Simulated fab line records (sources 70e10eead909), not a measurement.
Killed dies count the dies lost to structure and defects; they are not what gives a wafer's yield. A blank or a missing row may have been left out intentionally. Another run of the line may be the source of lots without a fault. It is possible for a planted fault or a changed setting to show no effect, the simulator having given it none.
Struck lot and sound lot, side by side || flow nand-harc || 15 out of 1302 route steps
Sound: wafers L970.2, L970.3, L970.6. The struck wafers were L986.1, L986.3, L986.6. The cause comes at the end.
Order at every step that has rows: each side's tool, ch and its chambers, its first start. Under that, the readings that differ: sound wafers || struck wafers || difference of the means || sigmas: that difference in standard deviations of wafers without a fault.
alike: words and numbers the same on both sides, and readings whose means are apart by under 2 such deviations; not compared: readings that were withheld, readings missing a value for some wafer, numbers with overlapping values and no deviation given by the record, and bounds like >300 which may hide the same value.
Wherever a step has rows on one side only, a row that says differs or no value, or a row with sigmas, the two part there. Numbers that don't overlap but have no deviation are shown without sigmas and don't part them. A reading missing from all wafers of one side parts the sides only when that side holds two or more wafers.

NHARC_P_M2_PRE_CLEAN_32: time 12 s.
  sound on pecvd-01 ch 0,1,2, day 7 23:41; struck on pecvd-03 ch 0,1,2, day 14 17:52
  alike: heater-power-w
NHARC_P_M2_DEP_33: deposits SiCN, target thk 30 nm.
  sound on pecvd-01 ch 0,1,2, day 7 23:46; struck on pecvd-03 ch 0,1,2, day 14 17:56
  alike: heater-power-w
NHARC_P_BONDPAD_DEP_00: deposits SiCN, target thk 250 nm.
  sound on pecvd-04 ch 0,1,2, day 8 00:11; struck on pecvd-01 ch 1,2, day 14 18:22
  alike: heater-power-w
NHARC_P_BONDPAD_CMP_32: polishes SiCN, target thk 200 nm.
  sound on cmp-02 ch 1,3, day 8 00:37; struck on cmp-03 ch 0,2,3, day 14 18:49
  alike: motor-current-A
NHARC_P_BONDPAD_THK_MEAS_33: measures by ellipsometry.
  struck on film-metro-01, day 14 19:01; sound on film-metro-02, day 8 00:51
  alike: thk-nm
then, 7 steps without rows for these wafers: NHARC_P_BONDPAD_SRD_34; NHARC_P_BONDPAD_DEHYDRATE_01 (time 120 s); NHARC_P_BONDPAD_HMDS_02 (time 30 s); NHARC_P_BONDPAD_COAT_36 (time 65 s); NHARC_P_BONDPAD_COAT_03 (resist thk 600 nm); NHARC_P_BONDPAD_SOFTBAKE_04 (time 70 s); NHARC_P_BONDPAD_EBR_05.
NHARC_P_BONDPAD_EXPOSE_06: exposes mask P BPAD.
  sound on krf-scanner-01 ch 0, day 8 01:16; struck on krf-scanner-03 ch 0, day 14 19:26
{"reading": "exposure-dose-mJ-cm2", "sound": "37.08 37.09 37.06", "struck": "35.18 35.20 35.19", "difference": -1.89, "sigmas": -44}
  alike: mask
then, 1 step without rows for these wafers: NHARC_P_BONDPAD_PEB_07 (peb time 80 s).
-- break in the record here, with 18 days between the starts of the struck wafers on either side (left off in module P_BONDPAD, picked up again in module END, where the first step shown is number 1302 on the route) --
NHARC_END_SORT_01:
  sound on prober-02 ch 0, day 25 18:43; struck on prober-02 ch 0, day 32 20:58
{"reading": "killed-at-other", "sound": "5 5 4", "struck": "0 0 0", "difference": -5, "sigmas": -3}
  alike: defect-limited-yield, killed-at-array, killed-at-periphery, killed-dies, killed-open, killed-short

## WHERE THEY PART
At NHARC_P_BONDPAD_EXPOSE_06 first; at NHARC_END_SORT_01 last (within this record only).

WHY: what had been put in by the simulator
Process parameters drifting: krf-scanner-03 at NHARC_P_BONDPAD_EXPOSE_06, beginning at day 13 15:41. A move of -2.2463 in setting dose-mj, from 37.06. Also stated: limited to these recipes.
